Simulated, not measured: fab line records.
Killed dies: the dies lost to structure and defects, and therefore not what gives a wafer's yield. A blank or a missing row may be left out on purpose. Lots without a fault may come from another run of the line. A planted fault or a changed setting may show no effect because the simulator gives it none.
Which of the tools did it? ; flow n5 finfet ; 12 lots (36 wafers sampled), 1 step of a 1938-step route

## WHAT THE GAUGES SHOWED, per wafer
N5_BEOL_M3_CD_MEAS_35: target cd 18 nm, target cd y 21 nm.
lot;measured;on;cd nm (nm)
L074;day 8 12:49;cd sem-01;18.3 17.9 18.3
L077;day 8 21:22;cd sem-03;17.7 17.6 17.9
L079;day 9 10:14;cd sem-02;18.4 18.5 18.1
L080;day 9 17:05;cd sem-01;18.6 18.3 18.9
L083;day 10 09:19;cd sem-02;17.7 18.0 18.2
L085;day 11 04:41;cd sem-02;18.2 18.1 17.9
L087;day 11 08:12;cd sem-03;18.4 18.0 18.4
L089;day 12 23:05;cd sem-01;18.0 18.0 18.0
L090;day 13 14:52;cd sem-01;17.8 17.8 17.8
L094;day 13 20:19;cd sem-02;18.1 18.3 18.1
L095;day 13 23:52;cd sem-02;18.0 18.4 18.1
L096;day 14 08:01;cd sem-02;18.1 18.2 17.4

## TOOL THAT RAN EACH LOT (tool first, then ch and the chambers of the sampled wafers, then the start)
The record holds no process step before these readings.

## THE ANSWER, worked out from the rows above alone
Rule: the lots themselves supply what counts as usual. The widest of any qualifying gaps counts: lots, ordered by their means at a reading, are off when they make up no more than a third of the lots, leave a main group of 4 or more, and stand apart from it by 3 or more times the standard deviation of that group's means. Not used: any main group whose means are identical at the precision the tables above print for the reading. Also off: a lot with no number at a reading for which 4 or more lots have one. Where the step has rows for the other lots, those lots are counted as sound.
Across all readings shown, no lot is off: no conclusion can be drawn from this.

## WHAT THE SIMULATOR HAD PUT IN
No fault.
